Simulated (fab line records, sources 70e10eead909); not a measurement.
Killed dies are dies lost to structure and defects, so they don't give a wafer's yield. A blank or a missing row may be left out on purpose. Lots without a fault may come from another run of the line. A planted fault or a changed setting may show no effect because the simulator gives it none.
Which tool did it? | flow nand_harc | 24 lots, 72 wafers sampled, at 2 steps of a route of 1159

WHAT THE GAUGES READ, wafer by wafer
NHARC_A_M0_OVL_MEAS_10: pitch 160 nm.
lot  | measured     | on         | overlay_x_nm (nm) | overlay_y_nm (nm)
L074 | day 17 14:01 | overlay-01 | 0.7 0.5 0.2       | -0.6 -0.5 -0.9
L076 | day 17 16:13 | overlay-02 | 0.3 0.0 0.6       | -1.7 -1.1 -1.7
L075 | day 17 16:55 | overlay-01 | -1.0 -1.2 -1.1    | -0.3 -0.1 -0.6
L077 | day 17 19:30 | overlay-01 | -1.0 -1.0 -0.8    | 0.9 0.6 1.2
L079 | day 18 01:34 | overlay-02 | -0.3 -0.3 -0.1    | 0.5 1.2 0.6
L078 | day 18 13:04 | overlay-02 | -0.2 0.1 0.7      | -0.5 -1.0 -0.7
L080 | day 18 17:26 | overlay-01 | -0.3 -0.2 -0.2    | -1.0 -0.2 -1.0
L081 | day 19 04:05 | overlay-02 | 0.0 0.0 -0.2      | 1.5 1.6 1.4
L082 | day 19 17:16 | overlay-02 | 0.3 0.0 0.5       | 1.8 1.3 1.4
L084 | day 19 23:47 | overlay-01 | -2.0 -1.7 -2.2    | -1.2 -0.8 -1.2
L083 | day 19 23:56 | overlay-01 | 0.3 0.2 0.2       | -0.1 0.0 -0.3
L088 | day 20 04:24 | overlay-01 | -0.2 0.1 -0.7     | -0.9 -1.0 0.0
L087 | day 20 05:06 | overlay-01 | -0.9 -0.1 -0.1    | 0.3 -0.2 0.3
L086 | day 20 07:34 | overlay-02 | 0.8 1.2 1.3       | -0.3 -0.5 -0.2
L089 | day 20 18:01 | overlay-01 | -1.0 -1.5 -1.5    | -0.5 -0.5 -0.5
L085 | day 20 18:27 | overlay-02 | 1.8 1.3 2.2       | -1.2 -0.9 -1.6
L091 | day 21 12:35 | overlay-02 | 0.6 -0.2 0.3      | -0.5 -0.2 -0.9
L090 | day 21 16:56 | overlay-02 | 0.3 -0.1 0.5      | -0.8 -0.7 -0.6
L093 | day 22 03:22 | overlay-01 | 0.9 0.7 1.0       | -1.1 -1.5 -1.2
L092 | day 22 03:54 | overlay-02 | 0.2 0.1 -0.1      | -0.2 0.1 0.0
L094 | day 22 10:14 | overlay-02 | -0.6 -0.8 -1.5    | -0.3 -0.7 -0.1
L097 | day 23 02:22 | overlay-01 | -0.7 -1.1 -0.6    | 0.5 0.2 0.6
L095 | day 23 20:05 | overlay-01 | -1.1 -1.5 -0.9    | -0.8 0.2 -0.7
L096 | day 24 03:37 | overlay-02 | 0.9 0.6 1.1       | -1.4 -1.5 -1.8

WHICH TOOL RAN EACH LOT (tool, then ch and the chambers of the sampled wafers, then the start)
lot  | NHARC_A_BLC_STRIP_29
L074 | rie_diel-12 ch 1,3, day 17 09:17
L076 | rie_diel-12 ch 0,1,3, day 17 13:14
L075 | rie_diel-12 ch 0,1,3, day 17 13:56
L077 | rie_diel-12 ch 0,1, day 17 16:33
L079 | rie_diel-03 ch 0,3, day 17 22:41
L078 | rie_diel-03 ch 0,1,2, day 18 04:51
L080 | rie_diel-12 ch 0,2,3, day 18 14:20
L081 | rie_diel-03 ch 2,3, day 19 00:05
L082 | rie_diel-03 ch 0,2, day 19 14:22
L084 | rie_diel-03 ch 0,2,3, day 19 17:38
L083 | rie_diel-12 ch 0,2, day 19 17:56
L088 | rie_diel-05 ch 0,3, day 20 01:27
L087 | rie_diel-12 ch 1,2,3, day 20 02:13
L086 | rie_diel-12 ch 1,2, day 20 04:38
L089 | rie_diel-03 ch 1,2, day 20 15:07
L085 | rie_diel-03 ch 1,2,3, day 20 15:28
L091 | rie_diel-03 ch 0,1, day 20 23:02
L090 | rie_diel-12 ch 0,1,2, day 21 14:02
L093 | rie_diel-12 ch 1,2, day 21 21:52
L092 | rie_diel-03 ch 0,1, day 21 22:39
L094 | rie_diel-03 ch 0,1,3, day 22 06:29
L097 | rie_diel-12 ch 1,3, day 22 21:10
L095 | rie_diel-12 ch 1,2,3, day 23 15:59
L096 | rie_diel-12 ch 0,1,2, day 23 20:49
- NHARC_A_BLC_STRIP_29: strips in CF4.

WHAT THE TOOLS THEMSELVES READ (means of the sampled wafers that have a number; where no wafer has one, the mark that the record gives instead)
NHARC_A_BLC_STRIP_29.
lot  | tool        | drypump_motor_current_A (A) | mfc_ar_sccm (sccm) | oes_product_au (a.u.) | rf_vpp_V (V) | showerhead_plenum_p_Torr (Torr) | throttle_valve_pct (%)
L074 | rie_diel-12 | 5.1                         | 0.012              | 1.006                 | 59.4         | 1.71                            | 13.284
L076 | rie_diel-12 | 5.3                         | 0.015              | 0.999                 | 59.1         | 1.69                            | 13.285
L075 | rie_diel-12 | 5.3                         | 0.015              | 0.996                 | 59.3         | 1.69                            | 13.280
L077 | rie_diel-12 | 5.4                         | 0.021              | 1.001                 | 59.5         | 1.69                            | 13.299
L079 | rie_diel-03 | 5.6                         | 0.007              | 0.997                 | 59.4         | 1.78                            | 13.287
L078 | rie_diel-03 | 5.7                         | 0.013              | 0.989                 | 58.8         | 1.72                            | 13.283
L080 | rie_diel-12 | 5.6                         | 0.016              | 0.997                 | 59.1         | 1.74                            | 13.281
L081 | rie_diel-03 | 6.1                         | 0.000              | 0.995                 | 59.5         | 1.81                            | 13.280
L082 | rie_diel-03 | 5.8                         | 0.013              | 0.996                 | 58.5         | 1.70                            | 13.285
L084 | rie_diel-03 | 5.8                         | 0.007              | 1.002                 | 60.0         | 1.76                            | 13.285
L083 | rie_diel-12 | 6.0                         | 0.023              | 0.998                 | 59.1         | 1.79                            | 13.281
L088 | rie_diel-05 | 5.7                         | 0.013              | 0.997                 | 59.1         | 1.73                            | 13.283
L087 | rie_diel-12 | 5.4                         | 0.013              | 0.997                 | 59.9         | 1.76                            | 13.280
L086 | rie_diel-12 | 5.8                         | 0.019              | 0.992                 | 59.1         | 1.81                            | 13.286
L089 | rie_diel-03 | 5.7                         | 0.012              | 0.998                 | 58.7         | 1.73                            | 13.282
L085 | rie_diel-03 | 5.8                         | 0.006              | 0.999                 | 60.5         | 1.78                            | 13.274
L091 | rie_diel-03 | 5.4                         | 0.019              | 1.002                 | 59.0         | 1.68                            | 13.290
L090 | rie_diel-12 | 5.7                         | 0.022              | 1.003                 | 58.9         | 1.74                            | 13.288
L093 | rie_diel-12 | 5.8                         | 0.019              | 0.999                 | 59.1         | 1.80                            | 13.280
L092 | rie_diel-03 | 5.5                         | 0.019              | 0.989                 | 58.6         | 1.67                            | 13.279
L094 | rie_diel-03 | 5.5                         | 0.013              | 0.991                 | 59.6         | 1.73                            | 13.284
L097 | rie_diel-12 | 5.1                         | 0.012              | 0.993                 | 59.2         | 1.70                            | 13.285
L095 | rie_diel-12 | 5.4                         | 0.013              | 0.997                 | 59.3         | 1.75                            | 13.292
L096 | rie_diel-12 | 5.7                         | 0.022              | 0.989                 | 59.5         | 1.74                            | 13.286

THE ANSWER, worked out from the rows above alone
Rule: what is usual is taken from the lots themselves. Put in order of their means at a reading, lots are off if they are a third of the lots or fewer, leave a main group of 4 or more, and stand apart from it by a gap of 3 or more times the standard deviation of the main group's means; of several such gaps the widest counts. A main group whose means are all the same, to the digits that the tables above print for the reading, isn't used. A lot without any number at a reading at which 4 lots or more have one is off too. The other lots that the step has rows for count as sound. The gauges are gone through in route order, then the tools' own readings, and for those a lot's mean is taken as printed above. The first step at which some lot is off is used, and at that step the reading that is off furthest; a lot without a number counts as furthest.
No lot is off at any reading shown: from this, nothing can be told.

WHAT THE SIMULATOR HAD PUT IN
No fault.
